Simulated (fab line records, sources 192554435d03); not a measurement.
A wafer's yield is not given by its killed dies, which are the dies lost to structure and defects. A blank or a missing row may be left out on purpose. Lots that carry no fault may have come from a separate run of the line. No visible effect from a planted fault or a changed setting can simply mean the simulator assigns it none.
Split-lot study	flow n5-finfet	21 wafers read from 7 lots, route of 1938 steps

## THE SPLIT
At N5_BEOL_M1_COAT_05 (resist thk 30 nm), the setting spin-rpm was moved away from the recipe's 1500 rpm on 5 of the 21 wafers read, by -5.1% to +9.5%. For the rest of the wafers, this setting stayed at what the recipe calls for.

## FROM THE SPLIT TO THE READING: what the file shows between them, 4 steps
- N5_BEOL_M1_EBR_07
- N5_BEOL_M1_SOFTBAKE_06: time 60 s
- N5_BEOL_M1_EXPOSE_08: exposes mask M1
- N5_BEOL_M1_PEB_09: peb time 60 s

## THE READING
CAR-EUV_of_BEOL_M1_COAT_05.thk-nm (the simulator's own value, which no gauge read), in nm, at N5_BEOL_M1_DEVELOP_10 (develop time 30 s). The file does not state a usual value for it. Average 29.6 nm, standard deviation 0.086 nm, over the 16 wafers here run with the recipe.

wafer	tool, chamber at the split	spin-rpm as run, rpm	against the recipe	CAR-EUV_of_BEOL_M1_COAT_05.thk-nm, nm	against lot-mates on the recipe
L075.1	litho-track-05, 0	1424	-5.1%	30.2	+0.7
L075.2	litho-track-05, 0	1500	recipe	29.4	-
L075.5	litho-track-05, 0	1500	recipe	29.6	-
L078.1	litho-track-03, 0	1500	recipe	29.6	-
L078.2	litho-track-03, 0	1500	recipe	29.6	-
L078.5	litho-track-03, 0	1500	recipe	29.6	-
L079.2	litho-track-05, 0	1500	recipe	29.6	-
L079.3	litho-track-05, 0	1500	recipe	29.6	-
L079.4	litho-track-05, 0	1500	recipe	29.6	-
L085.1	litho-track-05, 0	1585	+5.7%	28.8	-0.8
L085.5	litho-track-05, 0	1500	recipe	29.6	-
L085.6	litho-track-05, 0	1500	recipe	29.6	-
L090.2	litho-track-04, 0	1500	recipe	29.8	-
L090.5	litho-track-04, 0	1634	+8.9%	28.4	-1.3
L090.6	litho-track-04, 0	1500	recipe	29.6	-
L096.1	litho-track-03, 0	1500	recipe	29.4	-
L096.4	litho-track-03, 0	1500	recipe	29.6	-
L096.6	litho-track-03, 0	1500	recipe	29.6	-
L097.1	litho-track-05, 0	1642	+9.5%	28.4	-1.2
L097.2	litho-track-05, 0	1500	recipe	29.6	-
L097.4	litho-track-05, 0	1642	+9.5%	28.2	-1.4

FIT RESULTS
A straight line over all 21 wafers: CAR-EUV_of_BEOL_M1_COAT_05.thk-nm changes by -0.134 nm for each +1% of spin-rpm; r = -0.99; the points scatter about the line by 0.087 nm.
The same after taking each lot's own level away (the mean of its wafers on the recipe; 21 wafers): -0.14 nm for each +1%; r = -0.99; scatter 0.069 nm.
That fit puts the effect of the largest move of spin-rpm on the reading at 1.3 nm.
From 29.50 to 29.70 nm: that is the span of the lots' own levels, equal to 2.3 times the standard deviation above.
The two slopes are in agreement: the lot-to-lot level therefore moves the slope only a little.
Check: -1.37 nm against its lot-mates is what the line predicts for one of the wafers moved furthest among these (+9.5%) when that wafer is left out of the fit. Against them it came out at -1.2 nm.

## THE OTHER SPLITS THESE WAFERS WENT THROUGH
Other splits were also applied to these wafers ahead of the reading. Each is held against what the fit with the lots' levels taken away leaves over:
other split on the same wafers	wafers away from the commonest value	r with CAR-EUV_of_BEOL_M1_COAT_05.thk-nm (lot level and that fit taken away)
N5_BEOL_M0_SAQP_SPACER1_ALD_98 ald-cycles	9	-0.27
N5_BEOL_M0_SPUTTER_116 time-s	8	+0.11

## THE WHOLE CHAIN: every reading that the file lists as answering this split, in the file's order
step	what it does	reading	change (the file's fit)	r (the file's)
N5_BEOL_M1_COAT_05	resist thk 30 nm	CAR-EUV_of_BEOL_M1_COAT_05.thk-nm (the simulator's own value, which no gauge read)	-0.147 nm for each +1% of the setting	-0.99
N5_BEOL_M1_DEVELOP_10	develop time 30 s	CAR-EUV_of_BEOL_M1_COAT_05.thk-nm (the simulator's own value, which no gauge read)	-0.141 nm for each +1% of the setting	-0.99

## FILE'S OWN FIT
CAR-EUV_of_BEOL_M1_COAT_05.thk-nm changes by -0.141 nm for each +1% of spin-rpm, r = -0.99.
